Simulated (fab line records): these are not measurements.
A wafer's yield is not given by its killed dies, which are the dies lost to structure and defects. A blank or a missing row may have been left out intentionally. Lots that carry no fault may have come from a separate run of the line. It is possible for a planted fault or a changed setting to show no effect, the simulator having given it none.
fab line records | flow nand-harc
[record] lots = 6 wafers = 18 last-day = 32
route steps=1302 shown A_ONON_D2@548 END@1302
lots untouched by any fault: they come from a run of this same line in which no faults occurred
start-h: hours from the record's opening day to when the first of the lot's shown wafers began | wait-h: hours from the lot's prior step to this one | " identical to the entry in the row above | L1.1+2: one row covering several wafers at once | - no value, or no start was given | * or withheld: withheld | < > ~ a bound
route shown NAME@n: names a module that has steps shown in the file, with the first one's number in the route | usual: mean/standard deviation of fault-free wafers | same: alike in all rows | chamber/n: place in a boat | sites: each site's reading | _std_site: the standard deviation of these | _edge_site: the outer-site mean with the inner-site mean subtracted | radius-mm: for every site, how far away it sits from the centre of the wafer | mask NAME#n: copy n | behind: tool/chamber where the wafer was last shaped | hold: what put the lot on hold/how long, in hours/how the hold closed | device: which transistor (n, p or np) failed to switch | end of line: tests run on the same wafers once the route is complete | a step without rows: its recipe alone | killed: the dies lost at the first sort to structure and to defects; this is not the yield of the wafer | map: shows each die of a wafer: x if killed, . if not, _ if none is there
set.NAME: the setting as run; set.NAME@STEP: as run at that earlier step | model.NAME: the simulator's own value behind a step, which no gauge read
lots seen at some steps along the route; tables by step, rows by wafer
services: a tool's chamber out of use, with start hour (start-h, from the record's first day; less than 0 if before it), hours out, and reason
[[steps]]
[step NHARC_A_ONON_D2_THK_MEAS_05]
[recipe] thk-meas-gauge = ellipsometry
[usual] thk-nm = 997/9.9
// columns lot.wafer tool chamber start-h wait-h thk-nm
L583.1 film-metro-02 - 310.41 - 983
L583.2 " - " " 983
L583.6 " - " " 984
L588.1 film-metro-02 - 339.83 - 1008
L588.5 " - " " 1008
L588.6 " - " " 1010
L589.3 film-metro-01 - 346.35 - 987
L589.4 " - " " 985
L589.5 " - " " 987
L595.1 film-metro-02 - 390.47 - 1004
L595.2 " - " " 1004
L595.5 " - " " 1005
L599.1 film-metro-02 - 442.91 - 1002
L599.5 " - " " 1002
L599.6 " - " " 1003
L601.1 film-metro-02 - 466.12 - 1004
L601.3 " - " " 1005
L601.6 " - " " 1005
[step NHARC_A_ONON_D2_DEP_06]
[recipe] target-thk-a = 10000 n2-flow-sccm = 2750 n2o-flow-sccm = 2000 nh3-flow-sccm = 500 sih4-flow-sccm = 210 temp-c = 400
[step NHARC_A_ONON_D2_THK_MEAS_08]
[recipe] thk-meas-gauge = ellipsometry
[usual] thk-nm = 999/12
// columns lot.wafer tool chamber start-h wait-h thk-nm
L583.1 film-metro-02 - 310.98 - 999
L583.2 " - " " 995
L583.6 " - " " 999
L588.1 film-metro-02 - 340.39 - 1002
L588.5 " - " " 1002
L588.6 " - " " 1000
L589.3 film-metro-02 - 346.91 - 987
L589.4 " - " " 988
L589.5 " - " " 987
L595.1 film-metro-01 - 391.04 - 980
L595.2 " - " " 982
L595.5 " - " " 983
L599.1 film-metro-01 - 443.47 - 1001
L599.5 " - " " 1001
L599.6 " - " " 1002
L601.1 film-metro-01 - 466.69 - 996
L601.3 " - " " 996
L601.6 " - " " 996
[step NHARC_A_ONON_D2_DEP_09]
[recipe] target-thk-a = 10000 n2-flow-sccm = 2750 n2o-flow-sccm = 2000 nh3-flow-sccm = 500 sih4-flow-sccm = 210 temp-c = 400
[step NHARC_A_ONON_D2_THK_MEAS_11]
[recipe] thk-meas-gauge = ellipsometry
[usual] thk-nm = 994/12
// columns lot.wafer tool chamber start-h wait-h thk-nm
L583.1 film-metro-02 - 311.55 - 974
L583.2 " - " " 974
L583.6 " - " " 972
L588.1 film-metro-02 - 340.96 - 988
L588.5 " - " " 989
L588.6 " - " " 988
L589.3 film-metro-01 - 347.48 - 1021
L589.4 " - " " 1021
L589.5 " - " " 1021
L595.1 film-metro-02 - 391.60 - 982
L595.2 " - " " 982
L595.5 " - " " 981
L599.1 film-metro-02 - 444.04 - 980
L599.5 " - " " 980
L599.6 " - " " 980
L601.1 film-metro-02 - 467.25 - 988
L601.3 " - " " 989
L601.6 " - " " 987
[step NHARC_A_ONON_D2_DEP_12]
[recipe] target-thk-a = 10000 n2-flow-sccm = 2750 n2o-flow-sccm = 2000 nh3-flow-sccm = 500 sih4-flow-sccm = 210 temp-c = 400
[step NHARC_A_ONON_D2_THK_MEAS_14]
[recipe] thk-meas-gauge = ellipsometry
[usual] thk-nm = 1003/8.6
// columns lot.wafer tool chamber start-h wait-h thk-nm
L583.1 film-metro-02 - 312.11 - 1008
L583.2 " - " " 1006
L583.6 " - " " 1008
L588.1 film-metro-01 - 341.53 - 999
L588.5 " - " " 1000
L588.6 " - " " 1001
L589.3 film-metro-02 - 348.05 - 994
L589.4 " - " " 993
L589.5 " - " " 995
L595.1 film-metro-01 - 392.17 - 997
L595.2 " - " " 998
L595.5 " - " " 1000
L599.1 film-metro-01 - 444.61 - 992
L599.5 " - " " 992
L599.6 " - " " 992
L601.1 film-metro-02 - 467.81 - 998
L601.3 " - " " 1000
L601.6 " - " " 1000
[step NHARC_A_ONON_D2_ANNEAL_15]
[recipe] temp-c = 750 time-s = 3600
[step NHARC_A_ONON_D2_DEP_16]
[recipe] target-thk-a = 10000 n2-flow-sccm = 2750 n2o-flow-sccm = 2000 nh3-flow-sccm = 500 sih4-flow-sccm = 210 temp-c = 400
[step NHARC_A_ONON_D2_THK_MEAS_18]
[recipe] thk-meas-gauge = ellipsometry
[usual] thk-nm = 1000/7.5
// columns lot.wafer tool chamber start-h wait-h thk-nm
L583.1 film-metro-01 - 321.33 - 997
L583.2 " - " " 996
L583.6 " - " " 998
L588.1 film-metro-01 - 352.42 - 991
L588.5 " - " " 989
L588.6 " - " " 989
L589.3 film-metro-01 - 355.92 - 984
L589.4 " - " " 984
L589.5 " - " " 986
L595.1 film-metro-02 - 399.90 - 989
L595.2 " - " " 988
L595.5 " - " " 987
L599.1 film-metro-02 - 452.22 - 1000
L599.5 " - " " 1003
L599.6 " - " " 1002
L601.1 film-metro-01 - 475.17 - 1000
L601.3 " - " " 1000
L601.6 " - " " 1000
[step NHARC_A_ONON_D2_DEP_19]
[recipe] target-thk-a = 10000 n2-flow-sccm = 2750 n2o-flow-sccm = 2000 nh3-flow-sccm = 500 sih4-flow-sccm = 210 temp-c = 400
[step NHARC_A_ONON_D2_THK_MEAS_21]
[recipe] thk-meas-gauge = ellipsometry
[usual] thk-nm = 1000/11
// columns lot.wafer tool chamber start-h wait-h thk-nm
L583.1 film-metro-02 - 321.89 - 1000
L583.2 " - " " 1001
L583.6 " - " " 1001
L588.1 film-metro-01 - 352.98 - 990
L588.5 " - " " 992
L588.6 " - " " 992
L589.3 film-metro-01 - 356.49 - 999
L589.4 " - " " 997
L589.5 " - " " 999
L595.1 film-metro-02 - 400.48 - 992
L595.2 " - " " 991
L595.5 " - " " 989
L599.1 film-metro-02 - 452.79 - 978
L599.5 " - " " 978
L599.6 " - " " 979
L601.1 film-metro-01 - 475.88 - 987
L601.3 " - " " 988
L601.6 " - " " 988
[step NHARC_A_ONON_D2_DEP_22]
[recipe] target-thk-a = 10000 n2-flow-sccm = 2750 n2o-flow-sccm = 2000 nh3-flow-sccm = 500 sih4-flow-sccm = 210 temp-c = 400
[usual] susceptor-temp-C = 399.98/0.22
// columns lot.wafer tool chamber start-h wait-h susceptor-temp-C
L583.1 pecvd-onon-02 0 321.95 0.1 400.21
L583.2 " 0 " " 400.07
L583.6 " 0 " " 400.04
L588.1 pecvd-onon-03 0 353.04 0.1 399.93
L588.5 " 0 " " 399.96
L588.6 " 0 " " 399.76
L589.3 pecvd-onon-03 0 356.66 0.2 400.34
L589.4 " 0 " " 399.56
L589.5 " 0 " " 399.83
L595.1 pecvd-onon-02 0 400.54 0.1 399.82
L595.2 " 0 " " 400.23
L595.5 " 0 " " 400.05
L599.1 pecvd-onon-02 0 452.85 0.1 399.94
L599.5 " 0 " " 399.65
L599.6 " 0 " " 400.00
L601.1 pecvd-onon-03 0 476.07 0.2 399.63
L601.3 " 0 " " 399.94
L601.6 " 0 " " 399.90
[step NHARC_A_ONON_D2_THK_MEAS_24]
[recipe] thk-meas-gauge = ellipsometry
[usual] thk-nm = 1004/8.6
// columns lot.wafer tool chamber start-h wait-h thk-nm
L583.1 film-metro-02 - 322.46 - 999
L583.2 " - " " 995
L583.6 " - " " 998
L588.1 film-metro-01 - 353.55 - 1450
L588.5 " - " " 1452
L588.6 " - " " 1452
L589.3 film-metro-01 - 357.06 - 1466
L589.4 " - " " 1466
L589.5 " - " " 1465
L595.1 film-metro-01 - 401.04 - 1007
L595.2 " - " " 1007
L595.5 " - " " 1005
L599.1 film-metro-01 - 453.36 - 1007
L599.5 " - " " 1007
L599.6 " - " " 1005
L601.1 film-metro-01 - 476.58 - 997
L601.3 " - " " 997
L601.6 " - " " 995
[step NHARC_A_ONON_D2_DEP_25]
[recipe] target-thk-a = 10000 n2-flow-sccm = 2750 n2o-flow-sccm = 2000 nh3-flow-sccm = 500 sih4-flow-sccm = 210 temp-c = 400
[step NHARC_END_SORT_01]
[recipe] temp-c = 25
[usual] killed-at-array = 62/18 killed-at-other = 0.9/1.2 killed-at-periphery = 4.2/2.9 killed-dies = 67/17 killed-open = 3.6/1.9 killed-short = 2.5/1.6
[same] gross-dies = 677
// columns lot.wafer tool chamber start-h wait-h killed-at-array killed-at-other killed-at-periphery killed-dies killed-open killed-short
L583.1 prober-02 0 617.11 2.5 60 1 10 71 7 0
L583.2 prober-02 0 617.89 2.8 73 0 8 81 5 0
L583.6 prober-02 0 621.05 3.9 79 0 7 86 1 0
L588.1 prober-01 0 626.65 2.5 673 3 1 677 1 3
L588.5 prober-01 0 629.85 3.7 673 1 3 677 3 3
L588.6 prober-01 0 630.65 4.0 673 2 2 677 4 6
L589.3 prober-02 0 639.22 3.1 674 1 2 677 4 3
L589.4 prober-02 0 640.03 3.4 676 1 0 677 1 2
L589.5 prober-02 0 640.83 3.7 672 3 2 677 6 6
L595.1 prober-02 0 674.68 2.5 70 0 7 77 6 3
L595.2 prober-02 0 675.49 2.8 87 0 8 95 3 2
L595.5 prober-02 0 677.92 3.7 90 1 3 94 7 3
L599.1 prober-02 0 753.92 2.5 37 1 8 46 5 0
L599.5 prober-02 0 757.15 3.7 41 1 8 50 3 3
L599.6 prober-02 0 757.96 4.0 29 2 13 44 2 5
L601.1 prober-01 0 761.66 2.5 45 0 2 47 2 2
L601.3 prober-01 0 763.29 3.1 64 0 3 67 4 2
L601.6 prober-01 0 765.75 4.1 65 0 2 67 5 1
// killed by level:class
L583.1 A_CHANNEL_HOLE_D1:chamber-film-flake=26 A_CHANNEL_HOLE_D2:chamber-film-flake=21 A_CONTACT:chamber-film-flake=6 P_CONTACT:chamber-film-flake=4 A_WL_FILL:chamber-film-flake=3 P_M1:geometric-particle:open=2 P_M2:chamber-film-flake=2 P_CONTACT:geometric-particle:open=1
L583.2 A_CHANNEL_HOLE_D1:chamber-film-flake=40 A_CHANNEL_HOLE_D2:chamber-film-flake=21 A_WL_FILL:chamber-film-flake=4 A_CONTACT:chamber-film-flake=4 P_CONTACT:chamber-film-flake=3 P_M2:chamber-film-flake=3 P_CONTACT:geometric-particle:open=2 A_CHANNEL_HOLE_D2:geometric-particle:open=1
L583.6 A_CHANNEL_HOLE_D1:chamber-film-flake=40 A_CHANNEL_HOLE_D2:chamber-film-flake=31 P_CONTACT:chamber-film-flake=3 A_WL_FILL:chamber-film-flake=3 A_CONTACT:chamber-film-flake=3 A_CONTACT:geometric-particle:open=1 P_ZERO_WELL:chamber-film-flake=1 P_STI:chamber-film-flake=1
L588.1 A_ONON_D2:area-dep=622 A_SLIT:chamber-film-flake=24 A_CONTACT:chamber-film-flake=14 A_CHANNEL_HOLE_D1:chamber-film-flake=5 A_CHANNEL_HOLE_D2:chamber-film-flake=4 THIN_TSV:chamber-film-flake=3 A_CHANNEL_FILL_D2:geometric-particle:short=2 A_WL_FILL:geometric-particle:short=1
L588.5 A_ONON_D2:area-dep=617 A_SLIT:chamber-film-flake=25 A_CHANNEL_HOLE_D2:chamber-film-flake=13 A_CONTACT:chamber-film-flake=10 A_CHANNEL_HOLE_D1:chamber-film-flake=3 P_M0:geometric-particle:short=2 A_CHANNEL_FILL_D2:geometric-particle:open=2 A_WL_FILL:geometric-particle:short=1
L588.6 A_ONON_D2:area-dep=615 A_SLIT:chamber-film-flake=29 A_CONTACT:chamber-film-flake=9 A_CHANNEL_HOLE_D2:chamber-film-flake=6 A_CHANNEL_HOLE_D1:chamber-film-flake=5 THIN_TSV:chamber-film-flake=2 P_GATE:geometric-particle:open=1 P_M0:geometric-particle:short=1
L589.3 A_ONON_D2:area-dep=625 A_CHANNEL_HOLE_D1:chamber-film-flake=25 A_CHANNEL_HOLE_D2:chamber-film-flake=14 A_CHANNEL_FILL_D1:geometric-particle:open=2 A_WL_FILL:chamber-film-flake=2 P_CONTACT:geometric-particle:open=1 A_CHANNEL_FILL_D1:geometric-particle:short=1 A_DECK1_JOINT:geometric-particle:short=1
L589.4 A_ONON_D2:area-dep=615 A_CHANNEL_HOLE_D1:chamber-film-flake=36 A_CHANNEL_HOLE_D2:chamber-film-flake=13 A_SLIT:chamber-film-flake=4 A_WL_FILL:chamber-film-flake=2 A_SGD_CUT:geometric-particle:short=1 A_WL_FILL:geometric-particle:short=1 A_WL_FILL:geometric-particle:open=1
L589.5 A_ONON_D2:area-dep=603 A_CHANNEL_HOLE_D1:chamber-film-flake=33 A_CHANNEL_HOLE_D2:chamber-film-flake=18 A_STAIRCASE:chamber-film-flake=3 THIN_TSV:chamber-film-flake=3 A_CHANNEL_FILL_D1:geometric-particle:open=2 A_CHANNEL_FILL_D1:geometric-particle:short=2 A_CONTACT:chamber-film-flake=2
L595.1 A_CHANNEL_HOLE_D1:chamber-film-flake=24 A_SLIT:chamber-film-flake=20 A_CHANNEL_HOLE_D2:chamber-film-flake=10 A_CHANNEL_FILL_D2:chamber-film-flake=3 A_CONTACT:chamber-film-flake=3 P_GATE:chamber-film-flake=2 A_STAIRCASE:chamber-film-flake=2 A_M0:chamber-film-flake=2
L595.2 A_SLIT:chamber-film-flake=37 A_CHANNEL_HOLE_D1:chamber-film-flake=25 A_CHANNEL_HOLE_D2:chamber-film-flake=11 P_GATE:chamber-film-flake=4 A_STAIRCASE:chamber-film-flake=4 A_CONTACT:chamber-film-flake=3 A_CHANNEL_FILL_D2:chamber-film-flake=2 P_M0:geometric-particle:open=1
L595.5 A_CHANNEL_HOLE_D1:chamber-film-flake=30 A_SLIT:chamber-film-flake=27 A_CHANNEL_HOLE_D2:chamber-film-flake=19 A_STAIRCASE:chamber-film-flake=5 P_CONTACT:geometric-particle:open=1 P_M0:geometric-particle:open=1 P_M1:geometric-particle:open=1 A_CHANNEL_HOLE_D1:geometric-particle:short=1
L599.1 A_CHANNEL_HOLE_D1:chamber-film-flake=16 A_SLIT:chamber-film-flake=6 A_STAIRCASE:chamber-film-flake=5 P_STI:chamber-film-flake=3 A_CHANNEL_HOLE_D2:chamber-film-flake=3 A_CHANNEL_FILL_D2:geometric-particle:open=2 P_CONTACT:chamber-film-flake=2 A_CONTACT:chamber-film-flake=2
L599.5 A_CHANNEL_HOLE_D1:chamber-film-flake=20 A_SLIT:chamber-film-flake=8 P_GATE:chamber-film-flake=3 A_STAIRCASE:chamber-film-flake=3 A_CONTACT:chamber-film-flake=3 P_ZERO_WELL:chamber-film-flake=2 A_CHANNEL_HOLE_D2:chamber-film-flake=2 P_CONTACT:geometric-particle:open=1
L599.6 A_CHANNEL_HOLE_D1:chamber-film-flake=11 A_SLIT:chamber-film-flake=9 P_ZERO_WELL:chamber-film-flake=4 P_GATE:chamber-film-flake=3 P_CONTACT:chamber-film-flake=2 A_CHANNEL_FILL_D1:chamber-film-flake=2 A_CHANNEL_HOLE_D2:chamber-film-flake=2 THIN_TSV:chamber-film-flake=2
L601.1 A_CHANNEL_HOLE_D2:chamber-film-flake=25 A_ZERO_WELL:chamber-film-flake=5 A_SLIT:chamber-film-flake=5 A_CONTACT:chamber-film-flake=4 P_M0:geometric-particle:short=1 A_ONON_D2:geometric-particle:short=1 A_BLC:geometric-particle:open=1 A_M0:geometric-particle:open=1
L601.3 A_CHANNEL_HOLE_D2:chamber-film-flake=36 A_SLIT:chamber-film-flake=10 A_CONTACT:chamber-film-flake=5 A_ZERO_WELL:chamber-film-flake=3 P_M1:chamber-film-flake=2 A_CHANNEL_HOLE_D1:unspecified=2 A_ONON_D1:geometric-particle:open=1 A_STAIRCASE:geometric-particle:short=1
L601.6 A_CHANNEL_HOLE_D2:chamber-film-flake=36 A_SLIT:chamber-film-flake=9 A_CHANNEL_HOLE_D1:unspecified=5 A_ZERO_WELL:chamber-film-flake=3 A_CONTACT:chamber-film-flake=3 A_BLC:geometric-particle:open=2 A_STAIRCASE:chamber-film-flake=2 P_M2:geometric-particle:open=1
// map L588.1 (x killed, . not)
____________x____________
_________xxxxxxx_________
_______xxxxxxxxxxx_______
______xxxxxxxxxxxxx______
_____xxxxxxxxxxxxxxx_____
____xxxxxxxxxxxxxxxxx____
____xxxxxxxxxxxxxxxxx____
___xxxxxxxxxxxxxxxxxxx___
___xxxxxxxxxxxxxxxxxxx___
__xxxxxxxxxxxxxxxxxxxxx__
__xxxxxxxxxxxxxxxxxxxxx__
_xxxxxxxxxxxxxxxxxxxxxxx_
_xxxxxxxxxxxxxxxxxxxxxxx_
_xxxxxxxxxxxxxxxxxxxxxxx_
_xxxxxxxxxxxxxxxxxxxxxxx_
_xxxxxxxxxxxxxxxxxxxxxxx_
xxxxxxxxxxxxxxxxxxxxxxxxx
xxxxxxxxxxxxxxxxxxxxxxxxx
xxxxxxxxxxxxxxxxxxxxxxxxx
xxxxxxxxxxxxxxxxxxxxxxxxx
xxxxxxxxxxxxxxxxxxxxxxxxx
_xxxxxxxxxxxxxxxxxxxxxxx_
_xxxxxxxxxxxxxxxxxxxxxxx_
_xxxxxxxxxxxxxxxxxxxxxxx_
_xxxxxxxxxxxxxxxxxxxxxxx_
_xxxxxxxxxxxxxxxxxxxxxxx_
__xxxxxxxxxxxxxxxxxxxxx__
__xxxxxxxxxxxxxxxxxxxxx__
___xxxxxxxxxxxxxxxxxxx___
___xxxxxxxxxxxxxxxxxxx___
____xxxxxxxxxxxxxxxxx____
____xxxxxxxxxxxxxxxxx____
_____xxxxxxxxxxxxxxx_____
______xxxxxxxxxxxxx______
_______xxxxxxxxxxx_______
_________xxxxxxx_________
____________x____________
// map L589.3 (x killed, . not)
____________x____________
_________xxxxxxx_________
_______xxxxxxxxxxx_______
______xxxxxxxxxxxxx______
_____xxxxxxxxxxxxxxx_____
____xxxxxxxxxxxxxxxxx____
____xxxxxxxxxxxxxxxxx____
___xxxxxxxxxxxxxxxxxxx___
___xxxxxxxxxxxxxxxxxxx___
__xxxxxxxxxxxxxxxxxxxxx__
__xxxxxxxxxxxxxxxxxxxxx__
_xxxxxxxxxxxxxxxxxxxxxxx_
_xxxxxxxxxxxxxxxxxxxxxxx_
_xxxxxxxxxxxxxxxxxxxxxxx_
_xxxxxxxxxxxxxxxxxxxxxxx_
_xxxxxxxxxxxxxxxxxxxxxxx_
xxxxxxxxxxxxxxxxxxxxxxxxx
xxxxxxxxxxxxxxxxxxxxxxxxx
xxxxxxxxxxxxxxxxxxxxxxxxx
xxxxxxxxxxxxxxxxxxxxxxxxx
xxxxxxxxxxxxxxxxxxxxxxxxx
_xxxxxxxxxxxxxxxxxxxxxxx_
_xxxxxxxxxxxxxxxxxxxxxxx_
_xxxxxxxxxxxxxxxxxxxxxxx_
_xxxxxxxxxxxxxxxxxxxxxxx_
_xxxxxxxxxxxxxxxxxxxxxxx_
__xxxxxxxxxxxxxxxxxxxxx__
__xxxxxxxxxxxxxxxxxxxxx__
___xxxxxxxxxxxxxxxxxxx___
___xxxxxxxxxxxxxxxxxxx___
____xxxxxxxxxxxxxxxxx____
____xxxxxxxxxxxxxxxxx____
_____xxxxxxxxxxxxxxx_____
______xxxxxxxxxxxxx______
_______xxxxxxxxxxx_______
_________xxxxxxx_________
____________x____________
[[services]]
// columns tool chamber start-h hours kind
pecvd-onon-02 - 342.00 13.0 pm
pecvd-onon-03 - 384.00 13.0 pm
[[key]]
[first-sign] step = NHARC_A_ONON_D2_THK_MEAS_24 reading = thk-nm direction = up sigmas = 53 usual = 1004 struck = 1458
[effect] step = NHARC_END_SORT_01 reading = killed-dies direction = up sigmas = 35 usual = 67 struck = 677
[more-kills-born-at] NHARC_A_ONON_D2_DEP_22@pecvd-onon-03 = 3697
met-at NHARC_A_ONON_D2_DEP_22
struck-wafers L588.1,L588.5,L588.6,L589.3,L589.4,L589.5
later-rows-left-out L588.1,L588.5,L588.6,L589.3,L589.4,L589.5
tester-left-out L588,L589
[fault] kind = process-parameter-drift tool = pecvd-onon-03 chamber = 0 onset-h = 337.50 steps = NHARC_A_ONON_D2_DEP_22 channel = target-thk-a offset = * shape = step end-h = 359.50 acts-in = * stated = *
// tester-left-out: of these lots the tester's yield and bins aren't shown, on N5 and GAA mostly nor the transistor test; their killed dies are dies lost to structure and defects alone, not to doping, threshold or leakage, so they don't give the yield
// later-rows-left-out: the simulator's readings of these wafers behind a module that went badly wrong aren't trusted and aren't shown, but for the sort
